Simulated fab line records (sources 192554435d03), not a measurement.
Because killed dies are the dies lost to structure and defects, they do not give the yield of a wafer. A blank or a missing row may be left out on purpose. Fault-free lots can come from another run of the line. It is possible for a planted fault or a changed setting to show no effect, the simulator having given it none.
fab line records	flow n5_finfet	part 1 of 2: steps 1 to 25 of 32
record lots=5	wafers=15	last_day=18
route steps=1938 shown HKMG_FIN@405
lots that met no fault: from a run of the same line without faults
start_h: hours from the record's opening day to when the first of the lot's shown wafers began	wait_h: hours elapsed since this lot's preceding step	" same as the row above	L1.1+2: several wafers, shown together as one row	- no value, or no start given	* or withheld: withheld	< > ~ a bound
route shown NAME@n: a module of which the file shows steps, and the number in the route of the first	usual: mean/standard deviation taken from wafers without a fault	same: alike in all rows	chamber/n: place in a boat	sites: readings site by site	_std_site: standard deviation of those values	_edge_site: inner sites' mean taken away from outer sites' mean	radius_mm: how far each site lies from the wafer's centre	mask NAME#n: copy n	behind: the last tool/chamber to shape the wafer	hold: cause of the lot's hold/its duration in hours/its outcome	device: which transistor (n, p or np) failed to switch	end of line: the route-end tests of the same wafers	step lacking rows: just its recipe	killed: not the wafer's yield, but the dies lost to structure and defects at the first sort	map: the dies of a wafer, with x for killed, . for not killed, _ for no die there
set.NAME: the setting the step ran with; set.NAME@STEP: the setting that earlier step ran with	model.NAME: the simulator's own value behind a step, which no gauge read
certain route steps with their lots: each step a table, each wafer a row
services: from which hour (start_h, from the record's first day; less than 0 if before it) a tool's chamber was out of use, for how many hours, and why
## steps
# step N5_HKMG_FIN_STRIP_57
# recipe chemistry=CF4	resist=SiARC	power_w=300	bias_power_w=75	pressure_mtorr=50	cf4_flow_sccm=150	rf_frequency_hz=6e+07
# usual drypump_motor_current_A=5.7/0.53	oes_product_au=0.78/0.059	rf_vpp_V=271.1/1.3	showerhead_plenum_p_Torr=1.79/0.041	throttle_valve_pct=13.62/0.29
lot.wafer	tool	chamber	start_h	wait_h	drypump_motor_current_A	oes_product_au	rf_hours_counter_h	rf_vpp_V	showerhead_plenum_p_Torr	throttle_valve_pct
L074.1	rie_diel-04	1	70.34	0.0	6.0	0.73	181	270.1	1.79	13.95
L074.4	"	2	"	"	6.1	0.91	12	270.9	1.77	13.23
L074.5	"	3	"	"	5.3	0.78	-	268.8	1.73	13.69
L078.3	rie_diel-01	2	101.65	0.0	5.1	0.81	68	271.5	1.75	13.48
L078.4	"	3	"	"	6.2	0.84	36	271.3	1.82	13.05
L078.6	"	1	"	"	5.4	0.84	-	270.3	1.82	13.32
L084.2	rie_diel-02	1	132.34	0.0	6.6	0.73	148	272.1	1.79	13.78
L084.3	"	3	"	"	5.0	0.73	163	270.8	1.80	14.03
L084.6	"	0	"	"	5.6	0.73	-	273.5	1.85	13.93
L096.2	rie_diel-04	1	204.53	0.0	6.1	0.70	225	270.0	1.78	14.06
L096.5	"	2	"	"	6.1	0.84	-	269.5	1.75	13.34
L096.6	"	3	"	"	5.3	0.74	-	269.1	1.72	13.79
L097.1	rie_diel-01	2	212.27	0.0	5.1	0.77	106	269.3	1.73	13.57
L097.2	"	1	"	"	5.4	0.79	83	271.5	1.81	13.43
L097.4	"	0	"	"	5.3	0.84	59	271.2	1.80	13.48
# step N5_HKMG_FIN_ETCH_58
# recipe chemistry=N2/H2	target=SOC	target_depth_a=2158	ion_energy_ev=50	bias_w=13	time_s=741	pressure_mtorr=30	source_w=875	n2_flow_sccm=200	h2_flow_sccm=200
# usual drypump_motor_current_A=5.7/0.53	h2_flow_sccm=200.0/0.62	n2_flow_sccm=200.0/0.61	oes_product_au=0.79/0.065	rf_vpp_V=99.1/0.94	showerhead_plenum_p_Torr=2.55/0.065	throttle_valve_pct=17.8/0.31
lot.wafer	tool	chamber	start_h	wait_h	drypump_motor_current_A	h2_flow_sccm	n2_flow_sccm	oes_product_au	rf_hours_counter_h	rf_vpp_V	showerhead_plenum_p_Torr	throttle_valve_pct
L074.1	rie_diel-04	1	70.36	0.0	6.0	201.1	199.7	0.74	181	99.1	2.53	18.2
L074.4	"	2	"	"	6.1	199.8	199.8	0.95	12	97.6	2.49	17.4
L074.5	"	3	"	"	5.3	199.8	199.8	0.78	-	98.1	2.45	18.0
L078.3	rie_diel-01	2	101.67	0.0	5.2	200.2	199.9	0.82	68	99.3	2.48	17.7
L078.4	"	3	"	"	6.2	199.5	200.1	0.84	36	100.2	2.60	17.4
L078.6	"	1	"	"	5.5	200.3	199.2	0.86	-	98.7	2.59	17.5
L084.2	rie_diel-02	1	132.36	0.0	6.6	199.6	199.0	0.74	148	98.6	2.55	18.1
L084.3	"	3	"	"	5.0	199.7	199.6	0.75	163	99.5	2.54	18.3
L084.6	"	0	"	"	5.6	199.8	199.2	0.71	-	100.3	2.63	18.2
L096.2	rie_diel-04	1	204.55	0.0	6.0	198.9	200.7	0.71	226	99.0	2.51	18.3
L096.5	"	2	"	"	6.2	200.2	200.3	0.88	-	99.9	2.47	17.5
L096.6	"	3	"	"	5.3	200.6	200.0	0.75	-	96.3	2.44	18.1
L097.1	rie_diel-01	2	212.29	0.0	5.2	200.2	199.3	0.78	107	98.1	2.46	17.8
L097.2	"	1	"	"	5.5	199.7	199.8	0.80	83	99.3	2.57	17.6
L097.4	"	0	"	"	5.3	201.0	199.9	0.84	59	99.9	2.55	17.5
# step N5_HKMG_FIN_STRIP_93
# recipe chemistry=N2/H2	material=SOC	time_s=20	power_w=500	temp_c=40	pressure_mtorr=50	rf_frequency_hz=6e+07	bias_power_w=8	h2_frac=0.5	n2_flow_sccm=300	h2_flow_sccm=300
# usual drypump_motor_current_A=5.8/0.53	h2_flow_sccm=300.0/0.88	n2_flow_sccm=300.1/0.85	oes_product_au=0.79/0.066	rf_vpp_V=54.2/0.83	showerhead_plenum_p_Torr=3.36/0.083	throttle_valve_pct=19.0/0.47
lot.wafer	tool	chamber	start_h	wait_h	drypump_motor_current_A	h2_flow_sccm	n2_flow_sccm	oes_product_au	rf_hours_counter_h	rf_vpp_V	showerhead_plenum_p_Torr	throttle_valve_pct
L074.1	rie_diel-04	1	70.78	0.2	6.0	299.5	298.6	0.74	181	54.5	3.35	19.6
L074.4	"	2	"	"	6.2	299.5	300.9	0.96	12	53.0	3.29	18.5
L074.5	"	3	"	"	5.3	299.9	300.6	0.79	-	53.9	3.25	19.5
L078.3	rie_diel-01	2	102.10	0.2	5.2	301.0	300.1	0.81	69	52.3	3.27	18.7
L078.4	"	3	"	"	6.2	300.9	299.9	0.85	36	52.4	3.43	18.6
L078.6	"	1	"	"	5.5	300.6	299.7	0.86	-	53.6	3.42	18.5
L084.2	rie_diel-02	1	132.78	0.2	6.6	301.3	301.3	0.73	148	55.2	3.36	19.5
L084.3	"	3	"	"	5.0	299.9	299.8	0.75	163	53.7	3.36	19.6
L084.6	"	0	"	"	5.6	299.9	299.7	0.71	-	54.2	3.47	19.4
L096.2	rie_diel-04	1	204.98	0.2	6.1	301.2	299.4	0.70	226	52.8	3.32	19.7
L096.5	"	2	"	"	6.1	300.2	299.3	0.86	-	54.2	3.27	18.6
L096.6	"	3	"	"	5.3	299.5	301.2	0.74	-	54.6	3.22	19.5
L097.1	rie_diel-01	2	212.71	0.2	5.2	299.9	300.8	0.77	107	54.6	3.26	18.8
L097.2	"	1	"	"	5.5	298.2	302.3	0.80	84	55.0	3.40	18.6
L097.4	"	0	"	"	5.4	299.5	300.6	0.84	60	54.4	3.37	18.4
# step N5_HKMG_FIN_WET_ETCH_76
# recipe chemistry=dNH4OH	mix=1:50	temp_c=25	target=Al2O3	stop_on=La2O3	target_depth_nm=2.25	dry=ipa_marangoni	rinse_time_s=30	rinse_temp_c=23
lot.wafer	tool	chamber	start_h	wait_h
L074.1+4+5	wet_bench-04	6,5,4	70.86	0.1
L078.3+4+6	wet_bench-01	3,6,7	102.18	0.1
L084.2+3+6	wet_bench-01	5,4,0	132.87	0.1
L096.2+5+6	wet_bench-01	4,1,5	205.06	0.1
L097.1+2+4	wet_bench-06	2,3,0	212.92	0.2
# step N5_HKMG_FIN_STRIP_60
# recipe chemistry=N2/H2	power_w=2500	temp_c=300	h2_frac=0.65	time_s=360	pressure_mtorr=withheld	n2_flow_sccm=1750	h2_flow_sccm=3250
# usual drypump_motor_current_A=5.6/0.56	h2_flow_sccm=3250/10	heater_power_w=490/55	n2_flow_sccm=1751/4.8
lot.wafer	tool	chamber	start_h	wait_h	drypump_motor_current_A	h2_flow_sccm	heater_power_w	n2_flow_sccm	rf_hours_counter_h
L074.1	plasma_asher-02	0	70.93	0.0	4.8	3267	465	1752	89
L074.4	"	1	"	"	5.6	3262	470	1747	-
L074.5	"	1	"	"	5.6	3269	481	1754	-
L078.3	plasma_asher-01	1	102.37	0.1	6.0	3239	460	1751	-
L078.4	"	0	"	"	6.3	3254	592	1750	-
L078.6	"	0	"	"	6.2	3240	599	1759	-
L084.2	plasma_asher-02	0	132.93	0.0	4.8	3240	459	1747	100
L084.3	"	0	"	"	4.8	3271	445	1752	-
L084.6	"	0	"	"	4.8	3258	459	1744	-
L096.2	plasma_asher-02	0	205.13	0.0	4.8	3251	464	1763	114
L096.5	"	0	"	"	4.8	3255	462	1756	-
L096.6	"	1	"	"	5.6	3222	477	1748	-
L097.1	plasma_asher-01	0	213.00	0.0	6.3	3244	608	1755	65
L097.2	"	1	"	"	6.0	3254	458	1744	65
L097.4	"	0	"	"	6.2	3242	597	1748	-
# step N5_HKMG_FIN_WET_ETCH_77
# recipe chemistry=dHCl	mix=1:10000	temp_c=25	target=La2O3	stop_on=HfO2	target_depth_nm=2
lot.wafer	tool	chamber	start_h	wait_h
L074.1+4+5	wet_bench-04	0,7,2	71.32	0.3
L078.3+4+6	wet_bench-01	2,1,3	102.64	0.1
L084.2+3+6	wet_bench-06	3,4,2	133.33	0.3
L096.2+5+6	wet_bench-06	7,4,0	205.52	0.3
L097.1+2+4	wet_bench-04	1,0,4	213.38	0.3
# step N5_HKMG_FIN_WET_ETCH_78
# recipe chemistry=dNH4OH	mix=1:50	temp_c=25	target=Al2O3	stop_on=La2O3	target_depth_nm=4.5	dry=ipa_marangoni	rinse_time_s=30	rinse_temp_c=23
lot.wafer	tool	chamber	start_h	wait_h
L074.1+4+5	wet_bench-04	0,7,2	71.35	0.0
L078.3+4+6	wet_bench-01	2,1,3	102.67	0.0
L084.2+3+6	wet_bench-06	3,4,2	133.36	0.0
L096.2+5+6	wet_bench-06	7,4,0	205.55	0.0
L097.1+2+4	wet_bench-04	1,0,4	213.41	0.0
# step N5_HKMG_FIN_ALD_79
# recipe material=TiN	target_thk_a=15	temp_c=400	ald_precursor_family=TiCl4	ald_co_reactant=NH3	pulse_time_s=1	purge_time_s=3	co_reactant_purge_time_s=2	co_reactant_pulse_time_s=2	ald_cycles=68	pressure_torr=3
# usual heater_power_outer_w=502/46	heater_power_w=829/85	precursor_pulse_height_rel=0.997/0.018
lot.wafer	tool	chamber	start_h	wait_h	heater_power_outer_w	heater_power_w	precursor_pulse_height_rel
L074.1	ald_metal-01	2	71.42	0.0	511	887	1.009
L074.4	"	3	"	"	408	626	0.995
L074.5	"	2	"	"	508	891	0.981
L078.3	ald_metal-03	0	102.74	0.0	506	760	0.998
L078.4	"	2	"	"	433	676	1.016
L078.6	"	2	"	"	421	691	0.999
L084.2	ald_metal-02	3	133.43	0.0	548	860	0.994
L084.3	"	1	"	"	525	874	0.961
L084.6	"	1	"	"	522	842	0.988
L096.2	ald_metal-02	3	205.62	0.0	543	887	1.011
L096.5	"	2	"	"	458	797	0.995
L096.6	"	3	"	"	545	884	1.004
L097.1	ald_metal-01	3	213.48	0.0	402	636	0.976
L097.2	"	2	"	"	517	873	0.998
L097.4	"	1	"	"	503	823	0.983
# step N5_HKMG_FIN_CVD_62
# recipe material=a-Si	target_thk_a=30	temp_c=500	precursor=Si2H6	pressure_torr=1	time_s=20.8
# usual heater_power_outer_w=932/88	heater_power_w=1422/97
lot.wafer	tool	chamber	start_h	wait_h	heater_power_outer_w	heater_power_w
L074.1	thermal_cvd_si-01	2	71.78	0.2	995	1485
L074.4	"	2	"	"	963	1509
L074.5	"	0	"	"	954	1416
L078.3	thermal_cvd_si-01	2	103.10	0.2	985	1552
L078.4	"	2	"	"	962	1539
L078.6	"	1	"	"	762	1194
L084.2	thermal_cvd_si-01	2	133.79	0.2	962	1475
L084.3	"	0	"	"	953	1460
L084.6	"	2	"	"	978	1519
L096.2	thermal_cvd_si-01	0	205.98	0.2	964	1429
L096.5	"	1	"	"	810	1194
L096.6	"	0	"	"	978	1390
L097.1	thermal_cvd_si-02	1	213.84	0.2	1037	1485
L097.2	"	0	"	"	874	1422
L097.4	"	0	"	"	846	1420
# step N5_HKMG_FIN_RTA_80
# recipe temp_c=withheld	time_s=2	ambient=N2	idle_temp_c=600	ramp_up_c_per_s=150	ramp_down_c_per_s=60	cool_to_c=600
lot.wafer	tool	chamber	start_h	wait_h
L074.1+4+5	rtp_anneal-01	0	71.92	0.1
L078.3+4+6	rtp_anneal-01	0	103.27	0.1
L084.2+3+6	rtp_anneal-01	0	133.95	0.1
L096.2+5+6	rtp_anneal-01	0	206.16	0.1
L097.1+2+4	rtp_anneal-02	0	213.98	0.1
# step N5_HKMG_FIN_PRECLEAN_64
# recipe chemistry=dHF	time_s=30	temp_c=25	dilution=withheld
lot.wafer	tool	chamber	start_h	wait_h
L074.1+4+5	wet_bench-04	0,5,7	72.06	0.1
L078.3+4+6	wet_bench-04	1,5,3	103.38	0.1
L084.2+3+6	wet_bench-01	2,5,0	134.07	0.1
L096.2+5+6	wet_bench-01	4,6,5	206.29	0.1
L097.1+2+4	wet_bench-04	7,2,5	214.15	0.1
# step N5_HKMG_FIN_WET_ETCH_65
# recipe chemistry=TMAH	temp_c=70	conc_wt_pct=5	target=a-Si	stop_on=TiN	time_s=49	target_depth_nm=3
# usual bath_guard_temp_C=70.0/0.4
lot.wafer	tool	chamber	start_h	wait_h	bath_guard_temp_C
L074.1	wet_bench-04	0	72.07	0.0	69.9
L074.4	"	5	"	"	69.9
L074.5	"	7	"	"	70.3
L078.3	wet_bench-04	1	103.39	0.0	69.1
L078.4	"	5	"	"	69.8
L078.6	"	3	"	"	70.3
L084.2	wet_bench-01	2	134.08	0.0	69.6
L084.3	"	5	"	"	69.4
L084.6	"	0	"	"	69.2
L096.2	wet_bench-01	4	206.30	0.0	70.2
L096.5	"	6	"	"	70.0
L096.6	"	5	"	"	69.6
L097.1	wet_bench-04	7	214.16	0.0	70.1
L097.2	"	2	"	"	70.5
L097.4	"	5	"	"	70.1
# step N5_HKMG_FIN_WET_ETCH_81
# recipe chemistry=SC1	target=TiN	stop_on=HfO2	mix=1:1:5	temp_c=60	time_s=57	target_depth_nm=6
# usual bath_guard_temp_C=59.9/0.39	h2o2_flow_mL_min=214.4/0.63
lot.wafer	tool	chamber	start_h	wait_h	bath_guard_temp_C	h2o2_flow_mL_min
L074.1	wet_bench-04	0	72.09	0.0	60.0	214.8
L074.4	"	5	"	"	60.0	213.4
L074.5	"	7	"	"	60.5	213.5
L078.3	wet_bench-04	1	103.40	0.0	59.1	214.2
L078.4	"	5	"	"	60.0	214.2
L078.6	"	3	"	"	60.1	213.9
L084.2	wet_bench-01	2	134.10	0.0	59.6	213.3
L084.3	"	5	"	"	59.2	213.5
L084.6	"	0	"	"	59.0	214.5
L096.2	wet_bench-01	4	206.31	0.0	60.3	214.4
L096.5	"	6	"	"	60.5	214.5
L096.6	"	5	"	"	59.4	214.6
L097.1	wet_bench-04	7	214.17	0.0	60.2	213.6
L097.2	"	2	"	"	60.1	214.2
L097.4	"	5	"	"	59.9	215.8
# step N5_HKMG_FIN_WET_ETCH_82
# recipe chemistry=dHCl	mix=1:10000	temp_c=25	target=La2O3	stop_on=HfO2	target_depth_nm=2	dry=ipa_marangoni	rinse_time_s=30	rinse_temp_c=23
lot.wafer	tool	chamber	start_h	wait_h
L074.1+4+5	wet_bench-04	0,5,7	72.12	0.0
L078.3+4+6	wet_bench-04	1,5,3	103.44	0.0
L084.2+3+6	wet_bench-01	2,5,0	134.13	0.0
L096.2+5+6	wet_bench-01	4,6,5	206.34	0.0
L097.1+2+4	wet_bench-04	7,2,5	214.21	0.0
# step N5_HKMG_FIN_ALD_36
# recipe material=TiN	target_thk_a=10	temp_c=400	ald_precursor_family=TiCl4	ald_co_reactant=NH3	pulse_time_s=1	purge_time_s=3	co_reactant_purge_time_s=2	co_reactant_pulse_time_s=2	ald_cycles=47	pressure_torr=3
# usual heater_power_outer_w=497/47	heater_power_w=821/88	precursor_pulse_height_rel=0.999/0.02
lot.wafer	tool	chamber	start_h	wait_h	heater_power_outer_w	heater_power_w	precursor_pulse_height_rel
L074.1	ald_metal-02	0	72.18	0.0	541	856	1.006
L074.4	"	1	"	"	506	863	0.997
L074.5	"	0	"	"	530	902	1.003
L078.3	ald_metal-01	1	103.50	0.0	504	829	0.984
L078.4	"	0	"	"	527	929	1.011
L078.6	"	1	"	"	508	840	0.983
L084.2	ald_metal-01	2	134.19	0.0	517	870	1.004
L084.3	"	0	"	"	551	924	1.007
L084.6	"	0	"	"	559	928	1.000
L096.2	ald_metal-02	2	206.62	0.3	448	777	1.006
L096.5	"	3	"	"	554	893	1.003
L096.6	"	0	"	"	539	896	0.996
L097.1	ald_metal-02	1	214.27	0.0	522	869	0.978
L097.2	"	2	"	"	462	771	0.953
L097.4	"	3	"	"	537	856	0.975
# step N5_HKMG_FIN_THK_MEAS_70
# recipe thk_meas_gauge=xrf	reads=HfO2_of_HKMG_FIN_HK_ALD_01
# usual HK_THK=1.573/0.018
lot.wafer	tool	chamber	start_h	wait_h	HK_THK[nm]
L074.1	film_metro-01	-	72.46	0.2	1.566
L074.4	"	-	"	"	1.580
L074.5	"	-	"	"	1.589
L078.3	film_metro-01	-	103.78	0.2	1.581
L078.4	"	-	"	"	1.583
L078.6	"	-	"	"	1.580
L084.2	film_metro-01	-	134.48	0.2	1.567
L084.3	"	-	"	"	1.550
L084.6	"	-	"	"	1.566
L096.2	film_metro-02	-	206.91	0.2	1.583
L096.5	"	-	"	"	1.563
L096.6	"	-	"	"	1.571
L097.1	film_metro-02	-	214.55	0.2	1.550
L097.2	"	-	"	"	1.563
L097.4	"	-	"	"	1.542
# step N5_HKMG_FIN_PWFM_ALD_03
# recipe material=TiN	target_thk_a=20	temp_c=400	ald_precursor_family=TiCl4	ald_co_reactant=NH3	pulse_time_s=1	purge_time_s=3	co_reactant_purge_time_s=2	co_reactant_pulse_time_s=2	ald_cycles=91	pressure_torr=3
# usual heater_power_outer_w=494/45	heater_power_w=816/83	precursor_pulse_height_rel=1.002/0.02
lot.wafer	tool	chamber	start_h	wait_h	heater_power_outer_w	heater_power_w	precursor_pulse_height_rel
L074.1	ald_metal-01	2	72.50	0.0	525	878	1.034
L074.4	"	3	"	"	405	630	0.991
L074.5	"	0	"	"	556	924	1.015
L078.3	ald_metal-02	2	103.81	0.0	459	783	0.991
L078.4	"	3	"	"	564	902	1.034
L078.6	"	0	"	"	529	875	1.005
L084.2	ald_metal-02	2	134.52	0.0	438	774	1.006
L084.3	"	1	"	"	514	870	1.013
L084.6	"	3	"	"	563	875	1.022
L096.2	ald_metal-03	0	206.94	0.0	510	768	1.008
L096.5	"	2	"	"	440	686	1.015
L096.6	"	1	"	"	455	833	1.003
L097.1	ald_metal-01	1	214.58	0.0	508	844	1.001
L097.2	"	2	"	"	515	865	0.997
L097.4	"	0	"	"	548	939	1.004
# step N5_HKMG_FIN_COAT_29
# recipe resist=SOC	temp_c=250	time_s=60	spin_rpm=1500	resist_thk_nm=300
lot.wafer	tool	chamber	start_h	wait_h
L074.1+4+5	litho_track-05	0	72.97	0.2
L078.3+4+6	litho_track-03	0	104.29	0.2
L084.2+3+6	litho_track-04	0	134.99	0.2
L096.2+5+6	litho_track-04	0	207.41	0.2
L097.1+2+4	litho_track-05	0	215.05	0.2
# step N5_HKMG_FIN_COAT_30
# recipe resist=SiARC	temp_c=220	time_s=60	spin_rpm=1500	resist_thk_nm=35
lot.wafer	tool	chamber	start_h	wait_h
L074.1+4+5	litho_track-05	0	-	-
L078.3+4+6	litho_track-03	0	-	-
L084.2+3+6	litho_track-04	0	-	-
L096.2+5+6	litho_track-04	0	-	-
L097.1+2+4	litho_track-05	0	-	-
# step N5_HKMG_FIN_COAT_06
# recipe resist=CAR-ArF	spin_rpm=1500	resist_thk_nm=90
lot.wafer	tool	chamber	start_h	wait_h
L074.1+4+5	litho_track-05	0	-	-
L078.3+4+6	litho_track-03	0	-	-
L084.2+3+6	litho_track-04	0	-	-
L096.2+5+6	litho_track-04	0	-	-
L097.1+2+4	litho_track-05	0	-	-
# step N5_HKMG_FIN_EBR_08
# recipe solvent=PGMEA	ebr_width_mm=1.5
lot.wafer	tool	chamber	start_h	wait_h
L074.1+4+5	litho_track-05	0	-	-
L078.3+4+6	litho_track-03	0	-	-
L084.2+3+6	litho_track-04	0	-	-
L096.2+5+6	litho_track-04	0	-	-
L097.1+2+4	litho_track-05	0	-	-
# step N5_HKMG_FIN_SOFTBAKE_07
# recipe temp_c=110	time_s=60	resist=CAR-ArF
lot.wafer	tool	chamber	start_h	wait_h
L074.1+4+5	litho_track-05	0	-	-
L078.3+4+6	litho_track-03	0	-	-
L084.2+3+6	litho_track-04	0	-	-
L096.2+5+6	litho_track-04	0	-	-
L097.1+2+4	litho_track-05	0	-	-
# step N5_HKMG_FIN_EXPOSE_09
# recipe mask_id=NWFM	na=1.35	source_shape=conventional	sigma_outer=0.8	polarization=unpolarized	dose_mj=39.25
lot.wafer	tool	chamber	start_h	wait_h	mask
L074.1+4+5	arfi_scanner-03	0	73.21	-	NWFM#0
L078.3+4+6	arfi_scanner-01	0	104.54	-	NWFM#0
L084.2+3+6	arfi_scanner-01	0	135.24	-	NWFM#0
L096.2+5+6	arfi_scanner-03	0	207.66	-	NWFM#0
L097.1+2+4	arfi_scanner-02	0	215.30	-	NWFM#0
# step N5_HKMG_FIN_PEB_10
# recipe peb_temp_c=withheld	peb_time_s=60	resist=CAR-ArF
lot.wafer	tool	chamber	start_h	wait_h
L074.1+4+5	litho_track-05	0	73.27	0.1
L078.3+4+6	litho_track-05	0	104.59	0.0
L084.2+3+6	litho_track-03	0	135.29	0.0
L096.2+5+6	litho_track-03	0	207.71	0.0
L097.1+2+4	litho_track-03	0	215.35	0.1
# step N5_HKMG_FIN_DEVELOP_11
# recipe develop_time_s=30	developer=TMAH	resist=CAR-ArF	dev_temp_c=23	rinse_liquid=diw	dry=air_spin
lot.wafer	tool	chamber	start_h	wait_h
L074.1+4+5	litho_track-05	0	-	-
L078.3+4+6	litho_track-05	0	-	-
L084.2+3+6	litho_track-03	0	-	-
L096.2+5+6	litho_track-03	0	-	-
L097.1+2+4	litho_track-03	0	-	-
